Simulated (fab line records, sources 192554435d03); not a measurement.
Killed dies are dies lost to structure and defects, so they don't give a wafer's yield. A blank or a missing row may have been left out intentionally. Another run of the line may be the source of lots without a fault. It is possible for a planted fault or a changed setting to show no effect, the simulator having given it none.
fab line records	flow n5Finfet
record: lots: 7	wafers: 39
route steps=1938 shown FIN_SAQP@102 SD_EPI_P@310 BEOL_M0_SAQP@633 BEOL_M6@1236 BEOL_M9@1417 BEOL_M12@1656
startH: start of the lot's first displayed wafer, in hours after the record's first day	waitH: hours since the lot's step before	" unchanged from the row above	L1.1+2: a single row standing in for several wafers	- either no value or no given start	* or withheld: withheld	< > ~ a bound
route shown NAME@n: NAME is a module with steps in the file, n the number in the route of the first one	usual: average and standard deviation across the fault-free wafers	same: alike in all rows	chamber/n: place in a boat	sites: readings site by site	_std_site: standard deviation of those values	_edge_site: the outer-site mean with the inner-site mean subtracted	radiusMm: for every site, how far away it sits from the centre of the wafer	mask NAME#n: copy n	behind: the most recent tool/chamber to have shaped the wafer	hold: cause of the lot's hold/its duration in hours/its outcome	device: the transistor (n, p or np) that didn't switch	end of line: tests of these same wafers at the route's end	a step without rows: its recipe alone	killed: not the wafer's yield, but the dies lost to structure and defects at the first sort	map: per-die view of a wafer (x killed, . not killed, _ where there is no die)
set.NAME: the setting the step ran with; set.NAME@STEP: the setting that earlier step ran with	model.NAME: the simulator's own value behind a step, which no gauge read
lots run with intentionally changed settings; tables by step, rows by wafer
== steps ==
step: N5_FIN_SAQP_HM_DEP_72
recipe: material: SiO2	targetThkA: 120	tempC: 400	precursor: SiH4/N2O	pressureTorr: 0.75	rfW: 275	timeS: 7.2
lot.wafer	tool	chamber	startH	waitH	set.timeS	model.SiO2_of_FIN_SAQP_HM_DEP_72.thkNm
L078.1	pecvd-02	0	45.42	0.0	7.2	11.86
L078.2	"	1	"	"	7.2	12.17
L078.3	"	0	"	"	7.2	11.87
L078.4	"	1	"	"	7.2	12.06
L078.5	"	0	"	"	7.2	11.88
L078.6	"	1	"	"	7.2	12.09
L082.1	pecvd-02	2	69.13	0.0	7.2	11.95
L082.2	"	1	"	"	3.913	6.902
L082.3	"	0	"	"	7.2	12
L082.4	"	0	"	"	3.913	6.723
L082.5	"	1	"	"	3.913	6.78
L082.6	"	2	"	"	7.2	12.1
L083.1	pecvd-03	0	74.91	0.0	2.979	5.087
L083.2	"	1	"	"	7.2	12.02
L083.3	"	2	"	"	2.979	5.025
L083.4	"	2	"	"	7.2	12.42
L083.5	"	1	"	"	2.979	5.209
L083.6	"	0	"	"	7.2	12.39
L084.1	pecvd-04	1	81.86	0.0	7.2	11.49
L084.2	"	2	"	"	11.3	18.61
L084.3	"	0	"	"	7.2	11.94
L084.4	"	1	"	"	11.3	18.88
L084.5	"	2	"	"	7.2	12.21
L084.6	"	0	"	"	11.3	18.93
L087.1	pecvd-04	0	98.69	0.0	7.2	11.96
L087.2	"	2	"	"	7.2	11.93
L087.3	"	1	"	"	7.2	11.62
L087.4	"	1	"	"	9.854	16.42
L087.5	"	2	"	"	9.854	16.49
L087.6	"	0	"	"	9.854	16.71
L094.1	pecvd-03	1	142.06	0.0	7.2	12.02
L094.2	"	0	"	"	7.2	11.96
L094.3	"	2	"	"	7.2	12.22
L097.1	pecvd-02	2	159.34	0.0	7.2	11.85
L097.2	"	0	"	"	7.2	11.95
L097.3	"	1	"	"	7.2	11.82
L097.4	"	1	"	"	7.2	12.32
L097.5	"	0	"	"	7.2	12.15
L097.6	"	2	"	"	7.2	11.88
step: N5_FIN_SAQP_COAT_49
recipe: resist: SOC	tempC: 250	timeS: 60	spinRpm: 1500	resistThkNm: 100
step: N5_FIN_SAQP_COAT_50
recipe: resist: SiARC	tempC: 220	timeS: 60	spinRpm: 1500	resistThkNm: 35
step: N5_FIN_SAQP_ETCH_52
recipe: chemistry: N2/H2	target: SOC	targetDepthA: 1000	overetchA: 200	maskMaterial: SiARC	tempC: 40	timeS: 150	ionEnergyEv: 200	pressureMtorr: 30	sourceW: 840	biasW: 150	n2FlowSccm: 200	h2FlowSccm: 200	ends: endPoint
step: N5_FIN_SAQP_STRIP_53
recipe: chemistry: N2/H2	tempC: 40	n2FlowSccm: 200	h2FlowSccm: 200	rfFrequencyHz: 6e+07
step: N5_FIN_SAQP_HM_OPEN_73
recipe: chemistry: CHF3/O2	target: SiO2	stopOn: a-Si	targetDepthA: 120	overEtchFrac: 1.8	maskMaterial: SOC	timeS: 16.8	pressureMtorr: 30	sourceW: 650	biasW: 170	Ar_flow_sccm: 200	CHF3_flow_sccm: 50	O2_flow_sccm: 5	ionEnergyEv: 200	ends: endPoint
lot.wafer	tool	chamber	startH	waitH	set.timeS@FIN_SAQP_HM_DEP_72	model.etch.depthNm
L078.1	rieDiel-04	0	46.18	0.0	7.2	11.86
L078.2	"	3	"	"	7.2	12.17
L078.3	"	1	"	"	7.2	11.87
L078.4	"	2	"	"	7.2	12.06
L078.5	"	0	"	"	7.2	11.88
L078.6	"	1	"	"	7.2	12.09
L082.1	rieDiel-01	2	69.88	0.0	7.2	11.95
L082.2	"	0	"	"	3.913	6.902
L082.3	"	3	"	"	7.2	12
L082.4	"	1	"	"	3.913	6.723
L082.5	"	2	"	"	3.913	6.78
L082.6	"	1	"	"	7.2	12.1
L083.1	rieDiel-04	0	75.65	0.0	2.979	5.087
L083.2	"	3	"	"	7.2	12.02
L083.3	"	2	"	"	2.979	5.025
L083.4	"	1	"	"	7.2	12.42
L083.5	"	1	"	"	2.979	5.209
L083.6	"	0	"	"	7.2	12.39
L084.1	rieDiel-01	1	82.60	0.0	7.2	11.49
L084.2	"	2	"	"	11.3	18.61
L084.3	"	0	"	"	7.2	11.94
L084.4	"	3	"	"	11.3	18.88
L084.5	"	3	"	"	7.2	12.21
L084.6	"	2	"	"	11.3	18.93
L087.1	rieDiel-01	3	99.30	0.0	7.2	11.96
L087.2	"	1	"	"	7.2	11.93
L087.3	"	0	"	"	7.2	11.62
L087.4	"	2	"	"	9.854	16.42
L087.5	"	2	"	"	9.854	16.49
L087.6	"	3	"	"	9.854	16.71
L094.1	rieDiel-04	1	142.86	0.0	7.2	12.02
L094.2	"	2	"	"	7.2	11.96
L094.3	"	3	"	"	7.2	12.22
L097.1	rieDiel-01	0	160.22	0.0	7.2	11.85
L097.2	"	3	"	"	7.2	11.95
L097.3	"	2	"	"	7.2	11.82
L097.4	"	1	"	"	7.2	12.32
L097.5	"	1	"	"	7.2	12.15
L097.6	"	2	"	"	7.2	11.88
step: N5_SD_EPI_P_ETCHBACK_46
recipe: chemistry: CH3F/O2	mode: anisotropicEtchback	target: SiNx	targetDepthA: 175	stopOn: SiO2	overEtchFrac: 0.3	ionEnergyEv: 120	pressureMtorr: 30	sourceW: 395	biasW: 73	Ar_flow_sccm: 150	CH3F_flow_sccm: 30	O2_flow_sccm: 20
lot.wafer	tool	chamber	startH	waitH	set.targetDepthA
L078.1+2+3+4+5+6	rieDiel-05	0,2,3,1,1,2	80.16	0.0	175
L082.1+2+5	rieDiel-06	0,1,3	100.48	0.0	175
L082.3+4+6	"	2,3,0	"	"	203.8
L083.1+4+6	rieDiel-06	0,2,0	106.38	0.0	89.12
L083.2+3+5	"	3,1,3	"	"	175
L084.1+2+6	rieDiel-02	3,0,3	116.62	0.0	78
L084.3+4+5	"	2,1,2	"	"	175
L087.1+2+6	rieDiel-02	1,0,0	130.03	0.0	175
L087.3+4+5	"	3,2,3	"	"	234.9
L094.1+2+3	rieDiel-06	0,2,1	178.13	0.0	175
L097.1+4+6	rieDiel-06	1,2,0	193.07	0.0	175
L097.2+3+5	"	3,0,3	"	"	94.04
step: N5_SD_EPI_P_ETCH_47
recipe: chemistry: CH3F/O2	target: SiOCN	targetDepthA: 250	maskMaterial: SOC	ionEnergyEv: 60	biasW: 29	pressureMtorr: 30	sourceW: 410	Ar_flow_sccm: 150	CH3F_flow_sccm: 30	O2_flow_sccm: 20
usual: oesProductAu: 0.77/0.061
lot.wafer	tool	chamber	startH	waitH	set.targetDepthA@SD_EPI_P_ETCHBACK_46	oesProductAu
L078.1	rieDiel-05	0	80.26	0.1	175	0.74
L078.2	"	2	"	"	175	0.82
L078.3	"	3	"	"	175	0.77
L078.4	"	1	"	"	175	0.74
L078.5	"	1	"	"	175	0.73
L078.6	"	2	"	"	175	0.82
L082.1	rieDiel-06	0	100.58	0.1	175	0.80
L082.2	"	1	"	"	175	0.85
L082.3	"	2	"	"	203.8	0.73
L082.4	"	3	"	"	203.8	0.70
L082.5	"	3	"	"	175	0.70
L082.6	"	0	"	"	203.8	0.80
L083.1	rieDiel-06	0	106.48	0.1	89.12	0.30
L083.2	"	3	"	"	175	0.69
L083.3	"	1	"	"	175	0.85
L083.4	"	2	"	"	89.12	0.28
L083.5	"	3	"	"	175	0.70
L083.6	"	0	"	"	89.12	0.30
L084.1	rieDiel-02	3	116.72	0.1	78	0.32
L084.2	"	0	"	"	78	0.26
L084.3	"	2	"	"	175	0.72
L084.4	"	1	"	"	175	0.84
L084.5	"	2	"	"	175	0.71
L084.6	"	3	"	"	78	0.32
L087.1	rieDiel-02	1	130.13	0.1	175	0.83
L087.2	"	0	"	"	175	0.71
L087.3	"	3	"	"	234.9	0.85
L087.4	"	2	"	"	234.9	0.72
L087.5	"	3	"	"	234.9	0.85
L087.6	"	0	"	"	175	0.71
L094.1	rieDiel-06	0	178.23	0.1	175	0.77
L094.2	"	2	"	"	175	0.71
L094.3	"	1	"	"	175	0.82
L097.1	rieDiel-06	1	193.17	0.1	175	0.80
L097.2	"	3	"	"	94.04	0.36
L097.3	"	0	"	"	94.04	0.29
L097.4	"	2	"	"	175	0.70
L097.5	"	3	"	"	94.04	0.37
L097.6	"	0	"	"	175	0.77
step: N5_SD_EPI_P_ETCH_16
recipe: chemistry: CHF3/O2	target: SiO2	targetDepthA: 50	maskMaterial: SOC	pressureMtorr: 30	sourceW: 650	biasW: 170	Ar_flow_sccm: 200	CHF3_flow_sccm: 50	O2_flow_sccm: 5	ionEnergyEv: 200
step: N5_SD_EPI_P_STRIP_50
recipe: chemistry: CHF3/O2	resist: SiARC	rfFrequencyHz: 6e+07
step: N5_SD_EPI_P_PRECLEAN_51
recipe: chemistry: NF3:NH3	afsCycles: 1	tempC: 30	timeS: 20	sublimationTempC: 180	sublimationTimeS: 60	pressureTorr: 3	rfPowerW: 30
step: N5_SD_EPI_P_VAPOR_ETCH_44
recipe: chemistry: NF3/Ar	target: SiGe30	tempC: 25	timeS: 3.3	mode: isotropic
step: N5_SD_EPI_P_EPI_21
recipe: material: SiGe:B	dopant: B	tempC: 550	pressureTorr: 20	ambient: H2	timeS: 355
lot.wafer	tool	chamber	startH	waitH	set.targetDepthA@SD_EPI_P_ETCHBACK_46	model.SiGe-B_of_SD_EPI_P_EPI_21.thkNm
L078.1	epiRpcvd-03	0	81.09	0.1	175	61
L078.2+3+6	"	0	"	"	175	60.4
L078.4	"	0	"	"	175	60.6
L078.5	"	0	"	"	175	60.8
L082.1	epiRpcvd-02	0	101.41	0.1	175	60.2
L082.2	"	0	"	"	175	59.8
L082.3	"	0	"	"	203.8	60.4
L082.4	"	0	"	"	203.8	60.6
L082.5	"	0	"	"	175	60.6
L082.6	"	0	"	"	203.8	60
L083.1+4+6	epiRpcvd-02	0	107.31	0.1	89.12	1.4
L083.2	"	0	"	"	175	61.6
L083.3	"	0	"	"	175	61.4
L083.5	"	0	"	"	175	60.8
L084.1	epiRpcvd-03	0	117.56	0.1	78	1.2
L084.2	"	0	"	"	78	0.8
L084.3	"	0	"	"	175	61.6
L084.4	"	0	"	"	175	62
L084.5	"	0	"	"	175	61.2
L084.6	"	0	"	"	78	1.6
L087.1	epiRpcvd-01	0	131.09	0.2	175	60.2
L087.2	"	0	"	"	175	61
L087.3+4	"	0	"	"	234.9	60.6
L087.5	"	0	"	"	234.9	60.8
L087.6	"	0	"	"	175	60.6
L094.1	epiRpcvd-03	0	179.18	0.2	175	60.2
L094.2	"	0	"	"	175	60.4
L094.3	"	0	"	"	175	59.8
L097.1	epiRpcvd-02	0	194.03	0.1	175	61
L097.2+3	"	0	"	"	94.04	1.6
L097.4	"	0	"	"	175	61.4
L097.5	"	0	"	"	94.04	1.2
L097.6	"	0	"	"	175	60.8
step: N5_BEOL_M0_SAQP_ILD_DEP_01
recipe: material: SiOC	targetThkA: 454.19	tempC: 350	precursor: DEMS/O2	pressureTorr: 5	rfW: 500	timeS: 8.7
lot.wafer	tool	chamber	startH	waitH	set.timeS	model.SiOC_of_BEOL_M0_SAQP_ILD_DEP_01.thkNm
L078.1	pecvd-01	1	127.00	0.0	4.595	23.8
L078.2	"	2	"	"	8.7	45.2
L078.3	"	0	"	"	8.7	45.4
L078.4	"	0	"	"	4.595	24.8
L078.5	"	1	"	"	4.595	24.4
L078.6	"	2	"	"	8.7	46
L082.1	pecvd-01	1	151.16	0.0	8.7	45.2
L082.2	"	2	"	"	10.15	53
L082.3	"	0	"	"	8.7	44.8
L082.4	"	2	"	"	10.15	53.4
L082.5	"	1	"	"	8.7	45.6
L082.6	"	0	"	"	10.15	53.2
L083.1	pecvd-03	2	156.30	0.0	6.139	31.6
L083.2	"	1	"	"	8.7	45
L083.3	"	0	"	"	8.7	44.4
L083.4	"	0	"	"	8.7	45.2
L083.5	"	2	"	"	6.139	31.8
L083.6	"	1	"	"	6.139	32.2
L084.1	pecvd-02	2	166.19	0.0	8.7	45.6
L084.2+3	"	1,0	"	"	8.7	44.8
L084.4	"	0	"	"	8.7	45.4
L084.5	"	1	"	"	8.7	45.2
L084.6	"	2	"	"	8.7	45.8
L087.1+4	pecvd-03	1,2	181.85	0.0	8.7	45.4
L087.2	"	2	"	"	8.7	44.8
L087.3+6	"	0	"	"	8.7	45
L087.5	"	1	"	"	8.7	45.8
L094.1	pecvd-01	0	229.06	0.0	8.7	45.2
L094.2	"	2	"	"	8.7	45
L094.3	"	1	"	"	8.7	45.4
L097.1	pecvd-01	0	242.00	0.0	8.7	45.2
L097.2+3	"	1,2	"	"	8.7	44.4
L097.4	"	2	"	"	8.7	45.4
L097.5	"	1	"	"	8.7	45
L097.6	"	0	"	"	8.7	45.6
step: N5_BEOL_M6_VIA_ETCH_34
recipe: chemistry: C4F6/O2	target: SiCOH_lowk	targetDepthA: 1263	maskMaterial: SOC	taperDeg: 4	timeS: 50.9	ionEnergyEv: 250	pressureMtorr: 30	sourceW: 345	biasW: 185	Ar_flow_sccm: 300	C4F6_flow_sccm: 10	O2_flow_sccm: 10
lot.wafer	tool	chamber	startH	waitH	set.targetDepthA	model.etch.depthNm	model.SOC_of_BEOL_M6_COAT_63.thkNm
L078.1	rieDiel-03	3	298.93	0.0	834.6	80.73	56
L078.2	"	2	"	"	1263	121.1	54
L078.3	"	0	"	"	834.6	84.49	56
L078.4	"	1	"	"	1263	124.2	53.8
L078.5	"	3	"	"	1263	121.3	54.4
L078.6	"	0	"	"	834.6	84.45	55.8
L082.1	rieDiel-03	1	305.49	0.0	1846	180.6	51.2
L082.2	"	3	"	"	1846	177	51.8
L082.3	"	0	"	"	1846	185.7	51
L082.4	"	2	"	"	1263	120.1	54.2
L082.5	"	0	"	"	1263	126.6	53.6
L082.6	"	3	"	"	1263	121.2	54.2
L084.1	rieDiel-01	0	330.68	0.0	725.6	73.06	56.8
L084.2	"	1	"	"	725.6	74.15	56.8
L084.3	"	3	"	"	1263	126.4	54.2
L084.4	"	2	"	"	1263	120.7	54.4
L084.5	"	2	"	"	1263	122.7	54.4
L084.6	"	3	"	"	725.6	72.9	56.8
L083.1	rieDiel-01	0	333.39	0.0	1618	162	52.2
L083.2	"	3	"	"	1618	160.3	52.4
L083.3	"	2	"	"	1263	121.1	54
L083.4	"	1	"	"	1263	127.4	53.8
L083.5	"	0	"	"	1263	125.4	54
L083.6	"	3	"	"	1618	160.5	52
L087.1	rieDiel-01	0	377.16	0.0	866.7	87.16	56
L087.2	"	3	"	"	866.7	87.11	56
L087.3	"	1	"	"	1263	127.2	54.2
L087.4	"	2	"	"	1263	120.2	54.2
L087.5	"	1	"	"	1263	126.6	54
L087.6	"	0	"	"	866.7	86.54	56
L094.1	rieDiel-03	3	383.99	0.0	1263	120.8	54.6
L094.2	"	1	"	"	1263	124.5	54.2
L094.3	"	2	"	"	1263	119.5	54.2
L097.1	rieDiel-03	3	417.74	0.0	984.2	94.27	55.6
L097.2	"	0	"	"	1263	130.6	53.6
L097.3	"	1	"	"	1263	124.8	54
L097.4	"	2	"	"	1263	125.9	53.8
L097.5	"	3	"	"	984.2	94.57	55.4
L097.6	"	0	"	"	984.2	101.3	55.2
step: N5_BEOL_M9_DESCUM_16
recipe: chemistry: O2	timeS: 7.9	sourcePowerW: 50	biasPowerW: 20	pressureMtorr: 20	rfFrequencyHz: 2.712e+07	tempC: 40	resist: CAR-ArF	o2FlowSccm: 225
lot.wafer	tool	chamber	startH	waitH	set.timeS	model.CAR-ArF_of_BEOL_M9_COAT_05.thkNm
L078.1+2	rieDiel-02	0,1	321.85	0.3	10.35	82.2
L078.3	"	3	"	"	7.9	84
L078.4	"	3	"	"	10.35	81.8
L078.5	"	1	"	"	7.9	83.8
L078.6	"	0	"	"	7.9	83.6
L082.1	rieDiel-05	2	326.49	0.0	4.505	85.6
L082.2	"	1	"	"	4.505	86
L082.3+5	"	0,2	"	"	7.9	83.8
L082.4	"	3	"	"	4.505	85.8
L082.6	"	1	"	"	7.9	84
L084.1+2	rieDiel-06	3,1	368.99	0.0	7.9	83.4
L084.3+6	"	0,2	"	"	12.34	81.2
L084.4	"	2	"	"	12.34	81
L084.5	"	3	"	"	7.9	83.8
L083.1+4+5+6	rieDiel-02	3,3,0,2	369.39	0.0	7.9	83.6
L083.2+3	"	0,2	"	"	7.9	83.8
L087.1	rieDiel-05	1	400.82	0.0	7.9	83.8
L087.2+3+6	"	0,2,2	"	"	9.787	82.6
L087.4	"	3	"	"	7.9	83.4
L087.5	"	3	"	"	7.9	84
L094.1+3	rieDiel-06	1,2	409.99	0.0	7.9	83.6
L094.2	"	3	"	"	7.9	83.2
L097.1	rieDiel-06	3	440.88	0.0	6.147	84.8
L097.2	"	0	"	"	6.147	84.4
L097.3	"	1	"	"	7.9	83.2
L097.4	"	1	"	"	7.9	83.6
L097.5	"	0	"	"	6.147	84.6
L097.6	"	3	"	"	7.9	83.4
step: N5_BEOL_M9_ETCH_61
recipe: chemistry: CF4	target: SiARC	targetDepthA: 390	maskMaterial: CAR-ArF	timeS: 65	ionEnergyEv: 80	pressureMtorr: 40	sourceW: 545	biasW: 36	Ar_flow_sccm: 100	cf4FlowSccm: 100	ends: cleared
lot.wafer	tool	chamber	startH	waitH	set.timeS@BEOL_M9_DESCUM_16	model.CAR-ArF_of_BEOL_M9_COAT_05.thkNm
L078.1+2	rieDiel-02	0,1	321.88	0.0	10.35	54.2
L078.3	"	3	"	"	7.9	56
L078.4	"	3	"	"	10.35	54
L078.5	"	1	"	"	7.9	55.8
L078.6	"	0	"	"	7.9	55.6
L082.1	rieDiel-05	2	326.53	0.0	4.505	57.6
L082.2+4	"	1,3	"	"	4.505	57.8
L082.3+5	"	0,2	"	"	7.9	55.8
L082.6	"	1	"	"	7.9	56
L084.1	rieDiel-06	3	369.02	0.0	7.9	55.2
L084.2	"	1	"	"	7.9	55.4
L084.3+6	"	0,2	"	"	12.34	53.2
L084.4	"	2	"	"	12.34	53
L084.5	"	3	"	"	7.9	55.8
L083.1+4+5	rieDiel-02	3,3,0	369.43	0.0	7.9	55.6
L083.2+3+6	"	0,2,2	"	"	7.9	55.8
L087.1	rieDiel-05	1	400.85	0.0	7.9	56
L087.2+6	"	0,2	"	"	9.787	54.8
L087.3	"	2	"	"	9.787	54.6
L087.4	"	3	"	"	7.9	55.6
L087.5	"	3	"	"	7.9	56.2
L094.1+3	rieDiel-06	1,2	410.02	0.0	7.9	55.8
L094.2	"	3	"	"	7.9	55.4
L097.1	rieDiel-06	3	440.92	0.0	6.147	56.8
L097.2	"	0	"	"	6.147	56.4
L097.3+6	"	1,3	"	"	7.9	55.4
L097.4	"	1	"	"	7.9	55.6
L097.5	"	0	"	"	6.147	56.6
step: N5_BEOL_M12_DEP_53
recipe: material: SiCN	targetThkA: 300	tempC: withheld	precursor: 3MS/NH3	pressureTorr: 3	rfW: 675	timeS: 10.5
lot.wafer	tool	chamber	startH	waitH	set.timeS	model.SiCN_of_BEOL_M12_DEP_53.thkNm
L078.1	pecvd-01	2	348.22	0.0	10.5	30.4
L078.2+3	"	0,1	"	"	10.5	30
L078.4+5+6	"	2,1,0	"	"	10.5	30.6
L082.1	pecvd-02	2	362.77	0.0	10.5	28.8
L082.2	"	0	"	"	7.895	22.6
L082.3	"	1	"	"	10.5	28.6
L082.4	"	2	"	"	10.5	29.8
L082.5	"	1	"	"	7.895	22.2
L082.6	"	0	"	"	7.895	23
L083.1	pecvd-01	0	402.24	0.0	4.648	13.2
L083.2	"	1	"	"	4.648	13.4
L083.3	"	2	"	"	10.5	29.8
L083.4	"	2	"	"	4.648	13.8
L083.5	"	1	"	"	10.5	30.2
L083.6	"	0	"	"	10.5	30
L084.1	pecvd-02	0	402.46	0.1	10.5	30.2
L084.2	"	0	"	"	4.646	13.4
L084.3+4	"	0	"	"	10.5	30
L084.5	"	0	"	"	4.646	13.6
L084.6	"	0	"	"	4.646	13.8
L087.1	pecvd-04	0	430.81	0.0	4.514	13
L087.2	"	1	"	"	4.514	12.8
L087.3	"	0	"	"	10.5	30.4
L087.4+6	"	1	"	"	10.5	30
L087.5	"	0	"	"	4.514	13.6
L094.1	pecvd-04	0	449.90	0.0	10.5	30.4
L094.2	"	2	"	"	10.5	30
L094.3	"	1	"	"	10.5	29.8
L097.1	pecvd-02	0	467.10	0.0	10.5	30.2
L097.2+3	"	1,2	"	"	10.5	29.6
L097.4+6	"	1,2	"	"	10.5	30
L097.5	"	0	"	"	10.5	30.6
== key ==
split: step: N5_FIN_SAQP_HM_DEP_72	setting: timeS	stated: 7.2	by: wafer
response: step: N5_FIN_SAQP_HM_DEP_72	reading: model.SiO2_of_FIN_SAQP_HM_DEP_72.thkNm	change: +0.121	per: 1%	r: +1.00
response: step: N5_FIN_SAQP_HM_OPEN_73	reading: model.etch.depthNm	change: +0.121	per: 1%	r: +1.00
split: step: N5_SD_EPI_P_ETCHBACK_46	setting: targetDepthA	stated: 175	by: wafer
response: step: N5_SD_EPI_P_ETCH_47	reading: oesProductAu	change: +0.00747	per: 1%	r: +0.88
response: step: N5_SD_EPI_P_EPI_21	reading: model.SiGe-B_of_SD_EPI_P_EPI_21.thkNm	shape: bent	atLowest: 1.2	atStated: 60.76	atHighest: 60.67
split: step: N5_BEOL_M0_SAQP_ILD_DEP_01	setting: timeS	stated: 8.7	by: wafer
response: step: N5_BEOL_M0_SAQP_ILD_DEP_01	reading: model.SiOC_of_BEOL_M0_SAQP_ILD_DEP_01.thkNm	change: +0.45	per: 1%	r: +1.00
split: step: N5_BEOL_M6_VIA_ETCH_34	setting: targetDepthA	stated: 1263	by: wafer
response: step: N5_BEOL_M6_VIA_ETCH_34	reading: model.etch.depthNm	change: +1.23	per: 1%	r: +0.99
response: step: N5_BEOL_M6_VIA_ETCH_34	reading: model.SOC_of_BEOL_M6_COAT_63.thkNm	change: -0.059	per: 1%	r: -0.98
split: step: N5_BEOL_M9_DESCUM_16	setting: timeS	stated: 7.9	by: wafer
response: step: N5_BEOL_M9_DESCUM_16	reading: model.CAR-ArF_of_BEOL_M9_COAT_05.thkNm	change: -0.0463	per: 1%	r: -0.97
response: step: N5_BEOL_M9_ETCH_61	reading: model.CAR-ArF_of_BEOL_M9_COAT_05.thkNm	change: -0.0451	per: 1%	r: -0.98
split: step: N5_BEOL_M12_DEP_53	setting: timeS	stated: 10.5	by: wafer
response: step: N5_BEOL_M12_DEP_53	reading: model.SiCN_of_BEOL_M12_DEP_53.thkNm	change: +0.295	per: 1%	r: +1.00
